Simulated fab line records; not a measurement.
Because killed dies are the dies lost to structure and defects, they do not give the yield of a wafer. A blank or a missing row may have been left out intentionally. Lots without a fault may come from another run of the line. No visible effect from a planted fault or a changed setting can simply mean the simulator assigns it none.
Which tool did it? | flow n5Finfet | route of 1938 steps, sampled at 1 step: 12 lots, 36 wafers

WHAT THE GAUGES READ, wafer by wafer
N5_BEOL_M12_INSPECT_12: inspects for defects (macro).
lot  | measured     | on               | rawDefectCount
L074 | day 10 12:08 | defectInspect-02 | 0 3 1
L076 | day 11 02:00 | defectInspect-01 | 1 0 4
L078 | day 11 12:53 | defectInspect-01 | 1 3 6
L081 | day 11 19:22 | defectInspect-01 | 1 1 3
L083 | day 12 10:19 | defectInspect-02 | 3 2 0
L086 | day 13 20:38 | defectInspect-02 | 6 4 2
L085 | day 13 22:20 | defectInspect-02 | 2 7 3
L089 | day 14 13:49 | defectInspect-01 | 1 1 1
L090 | day 14 19:52 | defectInspect-02 | 1 5 2
L092 | day 15 01:10 | defectInspect-01 | 1 0 2
L095 | day 16 01:05 | defectInspect-02 | 3 1 2
L097 | day 16 18:31 | defectInspect-02 | 1 3 3

TOOL THAT RAN EACH LOT (tool first, then ch and the chambers of the sampled wafers, then the start)
No process step before these readings appears in the record.

THE ANSWER, worked out from the rows above alone
Rule: the lots themselves supply what counts as usual. The widest of any qualifying gaps counts: lots, ordered by their means at a reading, are off when they make up no more than a third of the lots, leave a main group of 4 or more, and stand apart from it by 3 or more times the standard deviation of that group's means. A main group whose means are all the same, to the digits that the tables above print for the reading, isn't used. Also off: a lot with no number at a reading for which 4 or more lots have one. The other lots that the step has rows for count as sound.
None of the lots is off at any reading shown; this tells nothing.

WHAT THE SIMULATOR HAD INSERTED
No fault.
